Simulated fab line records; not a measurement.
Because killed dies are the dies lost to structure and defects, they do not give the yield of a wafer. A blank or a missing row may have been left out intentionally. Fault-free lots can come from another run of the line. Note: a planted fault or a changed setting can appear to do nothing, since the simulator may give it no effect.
Split-lot trial -- flow n5_finfet -- on a route of 1938 steps: 4 lots, 21 wafers read

== SPLIT DETAILS ==
At N5_FIN_SAQP_COAT_49 (time 60 s, resist thk 100 nm), the setting spin_rpm was moved away from the recipe's 1500 rpm on 6 of the 21 wafers read, by +9.0% to +10.9%. For the rest of the wafers, this setting stayed at what the recipe calls for.

== FROM THE SPLIT TO THE READING: what the file shows between them, 8 steps ==
- N5_FIN_SAQP_COAT_50: time 60 s, resist thk 35 nm
- N5_FIN_SAQP_COAT_10: resist thk 90 nm
- N5_FIN_SAQP_DESCUM_21: chemistry O2, time 7.9 s
- N5_FIN_SAQP_ETCH_51: etches SiARC in CF4, target depth 45.5 nm, time 75.8 s
- N5_FIN_SAQP_ETCH_52: etches SOC in N2/H2, target depth 100 nm, overetch 20 nm, time 150 s
- N5_FIN_SAQP_STRIP_53: strips in N2/H2
- N5_FIN_SAQP_HM_OPEN_73: chemistry CHF3/O2, target SiO2, stops on a-Si, target depth 12 nm, time 16.8 s
- N5_FIN_SAQP_STRIP_74: strips in CHF3/O2

== THE READING ==
SOC_of_FIN_SAQP_COAT_49.thk_nm (the simulator's own value, which no gauge read), in nm, at N5_FIN_SAQP_MANDREL_ETCH_22 (etches a-Si in HBr/Cl2, stops on SiNx, target depth 60 nm, bt time 10 s, time 30 s). The file does not state a usual value for it. Across the 15 wafers here that went through the recipe, the average is 76.52 nm and the standard deviation 0.58 nm.

wafer,"tool, chamber at the split","spin_rpm as run, rpm",against the recipe,"SOC_of_FIN_SAQP_COAT_49.thk_nm, nm",against lot-mates on the recipe
L079.1,"litho_track-02, 0",1500,recipe,77,-
L079.2,"litho_track-02, 0",1500,recipe,75.83,-
L079.3,"litho_track-02, 0",1500,recipe,76.44,-
L079.4,"litho_track-02, 0",1500,recipe,75.26,-
L079.5,"litho_track-02, 0",1500,recipe,76.6,-
L079.6,"litho_track-02, 0",1500,recipe,75.93,-
L081.4,"litho_track-02, 0",1500,recipe,76.86,-
L081.5,"litho_track-02, 0",1500,recipe,76.23,-
L081.6,"litho_track-02, 0",1500,recipe,76.46,-
L087.1,"litho_track-01, 0",1664,+10.9%,71.89,-4.92
L087.2,"litho_track-01, 0",1500,recipe,77.66,-
L087.3,"litho_track-01, 0",1664,+10.9%,71.71,-5.10
L087.4,"litho_track-01, 0",1500,recipe,76.06,-
L087.5,"litho_track-01, 0",1500,recipe,76.72,-
L087.6,"litho_track-01, 0",1664,+10.9%,71.81,-5.00
L089.1,"litho_track-03, 0",1500,recipe,76.58,-
L089.2,"litho_track-03, 0",1500,recipe,77.09,-
L089.3,"litho_track-03, 0",1635,+9.0%,72.72,-4.18
L089.4,"litho_track-03, 0",1635,+9.0%,71.62,-5.28
L089.5,"litho_track-03, 0",1635,+9.0%,71.65,-5.25
L089.6,"litho_track-03, 0",1500,recipe,77.03,-

FIT RESULTS
A straight line over all 21 wafers: SOC_of_FIN_SAQP_COAT_49.thk_nm changes by -0.458 nm for each +1% of spin_rpm; r = -0.97; the points scatter about the line by 0.59 nm.
The same after taking each lot's own level away (the mean of its wafers on the recipe; 21 wafers): -0.492 nm for each +1%; r = -0.97; scatter 0.54 nm.
On that fit, the largest move of spin_rpm shifts the reading by 5.4 nm.
The lots' own levels span 76.177 to 76.900 nm, that is 1.3 times the standard deviation above.
So the lot-to-lot level changes the slope little: the two slopes agree.
Check: for one of the wafers moved furthest among these (+10.9%), held out of the fit, the line's prediction against its lot-mates is -5.51 nm. Against them it came out at -4.92 nm.

== OTHER SPLITS ON THESE WAFERS ==
These wafers also went through other splits before the reading. Each is held against what the fit with the lots' levels taken away leaves over:
other split on the same wafers,wafers away from the commonest value,r with SOC_of_FIN_SAQP_COAT_49.thk_nm (lot level and that fit taken away)
N5_WELL_APT_COAT_02 spin_rpm,6,-0.03

== THE WHOLE CHAIN: every reading that the file lists as answering this split, in the file's order ==
step,what it does,reading,change (the file's fit),r (the file's)
N5_FIN_SAQP_COAT_49,"time 60 s, resist thk 100 nm","SOC_of_FIN_SAQP_COAT_49.thk_nm (the simulator's own value, which no gauge read)",-0.47 nm for each +1% of the setting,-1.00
N5_FIN_SAQP_ETCH_52,"etches SOC in N2/H2, target depth 100 nm, overetch 20 nm, time 150 s","etch.depth_nm (the simulator's own value, which no gauge read)",-0.47 nm for each +1% of the setting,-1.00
N5_FIN_SAQP_MANDREL_ETCH_22,"etches a-Si in HBr/Cl2, stops on SiNx, target depth 60 nm, bt time 10 s, time 30 s","SOC_of_FIN_SAQP_COAT_49.thk_nm (the simulator's own value, which no gauge read)",-0.493 nm for each +1% of the setting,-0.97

== THE FILE'S OWN FIT ==
SOC_of_FIN_SAQP_COAT_49.thk_nm changes by -0.493 nm for each +1% of spin_rpm, r = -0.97.
